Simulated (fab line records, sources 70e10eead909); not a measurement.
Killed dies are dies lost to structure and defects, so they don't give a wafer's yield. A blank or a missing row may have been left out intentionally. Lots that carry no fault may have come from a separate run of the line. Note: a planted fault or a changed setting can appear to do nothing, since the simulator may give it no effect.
A lot that was struck, set against a sound lot    flow nand_harc    18 steps out of a route of 1159
Sound: the wafers L511.2, L511.3, L511.6. Wafers struck: L513.1, L513.5, L513.6. Last of all comes the cause.
Each step with rows lists, per side, the tool, then ch with its chambers, then its first start. Under that, the readings that differ: sound wafers    struck wafers    difference of the means    sigmas: that difference in standard deviations of wafers without a fault.
alike: same words and numbers on both sides, and readings whose means sit less than 2 such deviations apart. not compared: any withheld reading, any reading some wafer has no value for, any bound like >300 that may hide the same value, and any number with overlapping values for which the record gives no deviation.
A row with sigmas, a row that says differs or no value, or rows on one side alone: a step with any of these is where the two part. Numbers that have no deviation but don't overlap get no sigmas and don't part them. A reading missing from all wafers of one side parts the sides only when that side holds two or more wafers.

NHARC_P_GATE_CD_MEAS_46: target cd 720 nm.
  sound on cd_sem-01 ch 0, day 7 05:13; struck on cd_sem-02 ch 0, day 7 14:34
  alike: cd_nm
then, 1 step without rows for these wafers: NHARC_P_GATE_HARDBAKE_47 (time 80 s).
NHARC_P_GATE_DESCUM_48: chemistry O2, time 3 s.
  sound on rie_diel-09 ch 0,3, day 7 05:23; struck on rie_diel-11 ch 1,2, day 7 14:43
  alike: drypump_motor_current_A, oes_product_au, rf_vpp_V, showerhead_plenum_p_Torr, throttle_valve_pct
  not compared: rf_hours_counter_h
next, for these wafers, 1 step has no rows: NHARC_P_GATE_IMPLANT_49.
NHARC_P_GATE_STRIP_111: strips in N2/H2, time 250 s.
  sound on plasma_asher-02 ch 1, day 7 06:08; struck on plasma_asher-02 ch 0,1, day 7 15:06
  alike: drypump_motor_current_A, heater_power_w
  not compared: rf_hours_counter_h
NHARC_P_GATE_STRIP_75: strips in O2.
  sound on plasma_asher-02 ch 1, day 7 06:24; struck on plasma_asher-02 ch 0,1, day 7 15:24
  alike: drypump_motor_current_A, heater_power_w
  not compared: rf_hours_counter_h
then, 6 steps without rows for these wafers: NHARC_P_GATE_STRIP_50 (strips in SPM, time 900 s); NHARC_P_GATE_DEHYDRATE_51 (time 120 s); NHARC_P_GATE_HMDS_52 (time 30 s); NHARC_P_GATE_COAT_53; NHARC_P_GATE_SOFTBAKE_54 (time 95 s); NHARC_P_GATE_EBR_55.
NHARC_P_GATE_EXPOSE_56: exposes mask P PSD, target cd 720 nm.
  sound on krf_scanner-04 ch 0, day 7 07:10; struck on krf_scanner-04 ch 0, day 7 16:10
reading  sound                    struck                   difference  sigmas
mask     P_PSD#0 P_PSD#0 P_PSD#0  P_NSD#0 P_NSD#0 P_NSD#0  differs     
  alike: focus_offset_nm
then, 2 steps without rows for these wafers: NHARC_P_GATE_PEB_57 (peb time 85 s); NHARC_P_GATE_DEVELOP_58 (time 70 s).
NHARC_P_GATE_CD_MEAS_59: target cd 720 nm.
  sound on cd_sem-02 ch 0, day 7 07:20; struck on cd_sem-03 ch 0, day 7 16:19
reading     sound              struck  difference                     sigmas
cd_nm (nm)  719.6 721.1 720.2  - - -   no value on the struck wafers  
then, 1 step without rows for these wafers: NHARC_P_GATE_HARDBAKE_60 (time 80 s).
-- record jumps: 14 days between struck wafers' starts before vs after; left off in module P_GATE, resumes in module END, first step shown is number 1159 of the route --
NHARC_END_SORT_01:
  sound on prober-01 ch 0, day 21 07:58; struck on prober-01 ch 0, day 22 01:40
reading              sound     struck       difference  sigmas
killed_at_periphery  6 4 11    647 662 649  +646        +99 or more
killed_dies          42 41 53  677 677 677  +632        +49
  alike: killed_at_array, killed_at_other, killed_open, killed_short

WHERE THEY PART
At NHARC_P_GATE_EXPOSE_56 first; at NHARC_END_SORT_01 last (within this record only).

WHY: the cause the simulator had injected
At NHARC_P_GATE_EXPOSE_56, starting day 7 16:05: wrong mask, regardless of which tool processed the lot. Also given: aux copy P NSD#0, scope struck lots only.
